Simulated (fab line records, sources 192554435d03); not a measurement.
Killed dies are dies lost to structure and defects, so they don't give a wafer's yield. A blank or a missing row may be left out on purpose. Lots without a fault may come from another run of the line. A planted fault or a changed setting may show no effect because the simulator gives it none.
Which tool did it? | flow n5_finfet | 24 lots, 72 wafers sampled, at 3 steps of a route of 1938

WHAT THE GAUGES READ, wafer by wafer
N5_SD_EPI_N_INSPECT_26: inspects for defects (darkfield).
lot  | measured    | on                | raw_defect_count
L074 | day 3 04:46 | defect_inspect-02 | 155 179 176
L075 | day 3 13:05 | defect_inspect-02 | 194 195 223
L076 | day 3 18:59 | defect_inspect-02 | 198 223 207
L077 | day 3 22:25 | defect_inspect-01 | 203 182 167
L078 | day 4 04:11 | defect_inspect-02 | 212 204 177
L079 | day 4 12:15 | defect_inspect-01 | 240 200 285
L080 | day 4 18:03 | defect_inspect-02 | 164 179 176
L081 | day 4 23:21 | defect_inspect-02 | 168 140 158
L082 | day 5 09:46 | defect_inspect-02 | 147 182 227
L083 | day 5 11:28 | defect_inspect-02 | 202 192 179
L084 | day 5 18:58 | defect_inspect-01 | 180 172 150
L085 | day 5 21:38 | defect_inspect-01 | 237 149 204
L086 | day 6 07:59 | defect_inspect-02 | 202 249 228
L087 | day 6 12:29 | defect_inspect-02 | 314 231 310
L088 | day 6 18:04 | defect_inspect-01 | 204 213 232
L089 | day 7 00:23 | defect_inspect-02 | 148 193 178
L090 | day 7 03:52 | defect_inspect-02 | 244 167 225
L091 | day 7 11:34 | defect_inspect-02 | 158 215 196
L092 | day 7 15:56 | defect_inspect-02 | 169 196 143
L093 | day 8 00:10 | defect_inspect-01 | 174 208 248
L094 | day 8 04:26 | defect_inspect-01 | 220 228 193
L095 | day 8 09:20 | defect_inspect-01 | 253 199 205
L096 | day 8 21:36 | defect_inspect-01 | 257 263 314
L097 | day 9 01:26 | defect_inspect-01 | 281 235 182

N5_SD_EPI_P_OVL_MEAS_10.
lot  | measured    | on         | SD_P_BLK_OVL (nm)
L074 | day 3 05:12 | overlay-01 | 1.5 0.4 1.0
L075 | day 3 13:31 | overlay-02 | 0.9 0.3 1.0
L076 | day 3 19:18 | overlay-02 | 1.5 0.6 1.4
L077 | day 3 22:43 | overlay-01 | 0.7 1.0 0.1
L078 | day 4 04:29 | overlay-02 | -2.1 1.1 -0.8
L079 | day 4 12:41 | overlay-01 | 0.0 -0.6 0.3
L080 | day 4 18:29 | overlay-02 | -0.5 0.0 1.4
L081 | day 4 23:39 | overlay-02 | 1.5 -0.1 0.6
L082 | day 5 10:11 | overlay-01 | -0.5 -0.9 -0.1
L083 | day 5 11:46 | overlay-02 | 0.1 0.0 -0.9
L084 | day 5 19:23 | overlay-01 | 1.1 1.5 -0.2
L085 | day 5 21:56 | overlay-02 | 0.8 1.2 0.9
L086 | day 6 08:17 | overlay-02 | 1.3 0.4 0.3
L087 | day 6 12:55 | overlay-01 | 0.2 -0.3 0.6
L088 | day 6 18:30 | overlay-02 | 1.6 -0.2 0.5
L089 | day 7 00:41 | overlay-02 | 1.9 1.5 1.9
L090 | day 7 04:17 | overlay-01 | 0.7 -0.4 0.9
L091 | day 7 12:00 | overlay-01 | 1.0 0.5 0.1
L092 | day 7 16:22 | overlay-01 | 0.6 1.1 -0.2
L093 | day 8 00:36 | overlay-02 | -0.2 -0.2 -0.4
L094 | day 8 04:45 | overlay-02 | 0.3 -0.5 -0.3
L095 | day 8 09:46 | overlay-01 | 0.1 0.1 -0.2
L096 | day 8 22:02 | overlay-01 | 0.8 -0.4 0.4
L097 | day 9 01:52 | overlay-01 | 0.7 0.1 0.2

WHICH TOOL RAN EACH LOT (tool, then ch and the chambers of the sampled wafers, then the start)
lot  | N5_SD_EPI_N_VAPOR_ETCH_50
L074 | epi_rpcvd-02 ch 0, day 3 02:22
L075 | epi_rpcvd-03 ch 0, day 3 10:38
L076 | epi_rpcvd-03 ch 0, day 3 16:34
L077 | epi_rpcvd-01 ch 0, day 3 19:23
L078 | epi_rpcvd-03 ch 0, day 4 01:28
L079 | epi_rpcvd-03 ch 0, day 4 09:48
L080 | epi_rpcvd-01 ch 0, day 4 13:38
L081 | epi_rpcvd-01 ch 0, day 4 20:56
L082 | epi_rpcvd-01 ch 0, day 5 06:54
L083 | epi_rpcvd-03 ch 0, day 5 09:04
L084 | epi_rpcvd-03 ch 0, day 5 16:14
L085 | epi_rpcvd-02 ch 0, day 5 19:09
L086 | epi_rpcvd-01 ch 0, day 6 05:29
L087 | epi_rpcvd-02 ch 0, day 6 10:02
L088 | epi_rpcvd-01 ch 0, day 6 15:26
L089 | epi_rpcvd-02 ch 0, day 6 21:58
L090 | epi_rpcvd-03 ch 0, day 7 01:25
L091 | epi_rpcvd-03 ch 0, day 7 09:02
L092 | epi_rpcvd-01 ch 0, day 7 13:20
L093 | epi_rpcvd-03 ch 0, day 7 21:42
L094 | epi_rpcvd-02 ch 0, day 8 01:59
L095 | epi_rpcvd-02 ch 0, day 8 06:49
L096 | epi_rpcvd-01 ch 0, day 8 18:20
L097 | epi_rpcvd-01 ch 0, day 8 22:59
- N5_SD_EPI_N_VAPOR_ETCH_50: etches Si in HCl, time 54 s.

WHAT THE TOOLS THEMSELVES READ (means of the sampled wafers that have a number; where no wafer has one, the mark that the record gives instead)
N5_SD_EPI_N_VAPOR_ETCH_50.
lot  | tool         | throttle_valve_pct (%)
L074 | epi_rpcvd-02 | 11.7
L075 | epi_rpcvd-03 | 11.9
L076 | epi_rpcvd-03 | 12.1
L077 | epi_rpcvd-01 | 11.2
L078 | epi_rpcvd-03 | 12.0
L079 | epi_rpcvd-03 | 12.1
L080 | epi_rpcvd-01 | 10.9
L081 | epi_rpcvd-01 | 11.0
L082 | epi_rpcvd-01 | 11.0
L083 | epi_rpcvd-03 | 12.2
L084 | epi_rpcvd-03 | 11.9
L085 | epi_rpcvd-02 | 11.8
L086 | epi_rpcvd-01 | 11.0
L087 | epi_rpcvd-02 | 11.7
L088 | epi_rpcvd-01 | 11.0
L089 | epi_rpcvd-02 | 11.9
L090 | epi_rpcvd-03 | 12.1
L091 | epi_rpcvd-03 | 12.0
L092 | epi_rpcvd-01 | 11.0
L093 | epi_rpcvd-03 | 11.8
L094 | epi_rpcvd-02 | 11.9
L095 | epi_rpcvd-02 | 11.9
L096 | epi_rpcvd-01 | 11.1
L097 | epi_rpcvd-01 | 11.1

THE ANSWER, worked out from the rows above alone
Rule: what is usual is taken from the lots themselves. Put in order of their means at a reading, lots are off if they are a third of the lots or fewer, leave a main group of 4 or more, and stand apart from it by a gap of 3 or more times the standard deviation of the main group's means; of several such gaps the widest counts. A main group whose means are all the same, to the digits that the tables above print for the reading, isn't used. A lot without any number at a reading at which 4 lots or more have one is off too. The other lots that the step has rows for count as sound. The gauges are gone through in route order, then the tools' own readings, and for those a lot's mean is taken as printed above. The first step at which some lot is off is used, and at that step the reading that is off furthest; a lot without a number counts as furthest.
No lot is off at any reading shown: from this, nothing can be told.

WHAT THE SIMULATOR HAD PUT IN
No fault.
